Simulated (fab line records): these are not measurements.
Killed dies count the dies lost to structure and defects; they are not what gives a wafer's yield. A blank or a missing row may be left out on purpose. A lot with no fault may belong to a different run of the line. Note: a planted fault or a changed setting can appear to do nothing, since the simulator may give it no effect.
Code-filled problem report in 8D (eight disciplines) form ; flow n5 finfet ; the parts of the form that need people (team, actions taken, sign-off) are left out

== 1. THE ISSUE ==
rf fwd power W at N5_BEOL_M0_TRENCH_ETCH_107 reads a mean of 434.9 W on 6 wafers of 2 lots; wafers without a fault read 348.9 W with a standard deviation of 1.7. Measured from the usual mean, that is +51 standard deviations.
The step: etches SiOC in C4F6/O2, target depth 32.8 nm, time 16.4 s.
First seen on wafer L376.2, day 9 14:42, on rie diel-02. At this step, 18 wafers from 6 lots have a number in the record. Rule for "out", or "out of limits": more than 4 standard deviations from the usual mean. The rest of the wafers with a number are treated as sound.

== 2. WHAT IT IS, WHAT IT ISN'T ==
question;is;is not
which readings at this step;rf fwd power W;O2_flow_sccm, oes product au, showerhead plenum p Torr, throttle valve pct
which lots;L376, L378;L367, L372, L381, L383
which wafers of those lots;all that have a number;-
read on which tools;rie diel-02;rie diel-04, rie diel-05
when;from day 9 14:42;"up to then (6 sound wafers); but 6 sound wafers of L381, L383 came after"

== 3. THE SUSPECTS, EACH WITH WHAT RULES IT OUT ==
Counting: a tool at any process step up to the reading remains a suspect when it ran all the lots that are out and ran no sound lot after the first of those.
- rie diel-02 at N5_BEOL_M0_ETCH_128 (etches SiCN in CF4/N2, target depth 12 nm, overetch 5.1 nm, time 21.4 s): kept. Every lot that is out went through it, starting with L376 (day 9 14:40), and after that it ran no sound lot; the last sound lot it ran before then is L372 (day 8 23:37).
- rie diel-02 at N5_BEOL_M0_TRENCH_ETCH_107 (etches SiOC in C4F6/O2, target depth 32.8 nm, time 16.4 s): kept. Every lot that is out went through it, starting with L376 (day 9 14:42), and after that it ran no sound lot; the last sound lot it ran before then is L372 (day 8 23:39). On those wafers its own readings are out: rf fwd power W.
After counting, rie diel-02 at N5_BEOL_M0_ETCH_128 and rie diel-02 at N5_BEOL_M0_TRENCH_ETCH_107 remain.

== 4. THE CAUSE (what the simulator had put in) ==
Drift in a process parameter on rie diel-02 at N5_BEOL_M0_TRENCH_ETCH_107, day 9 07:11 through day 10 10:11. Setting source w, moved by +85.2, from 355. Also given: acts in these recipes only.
Of the 2 suspects that counting leaves, this tool is one.

== 5. THE CHAIN OF EFFECTS, in route order ==
Each row: a reading whose mean over the struck wafers that have a number lies more than 3 standard deviations from the usual. Readings are gone through only where the record gives a usual standard deviation; hours: the median, over the lots, of the time from a lot's start at the first step in this table giving one to that lot's start at this step; sigmas: the change measured in usual standard deviations.
hours;step;reading;usual;on struck wafers;change;sigmas
0;N5_BEOL_M0_TRENCH_ETCH_107;rf fwd power W;348.9 W;434.9;+86.0;+51
0;N5_BEOL_M0_TRENCH_ETCH_107;rf vpp V;651 V;583;-68;-3.8
Here are the process steps it includes:
- N5_BEOL_M0_TRENCH_ETCH_107: etches SiOC in C4F6/O2, target depth 32.8 nm, time 16.4 s.
Later measuring or inspecting steps at which every struck wafer that the step has a row for has a number for every such reading, and none has moved that far: N5_BEOL_M0_OCD_MEAS_108, N5_BEOL_M4_RC_MEAS_101.

== 6. HOW IT WOULD HAVE BEEN CAUGHT EARLIER ==
The fault began at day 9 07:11; the first out-of-limits reading in this record came at day 9 14:42, 8 hours later.
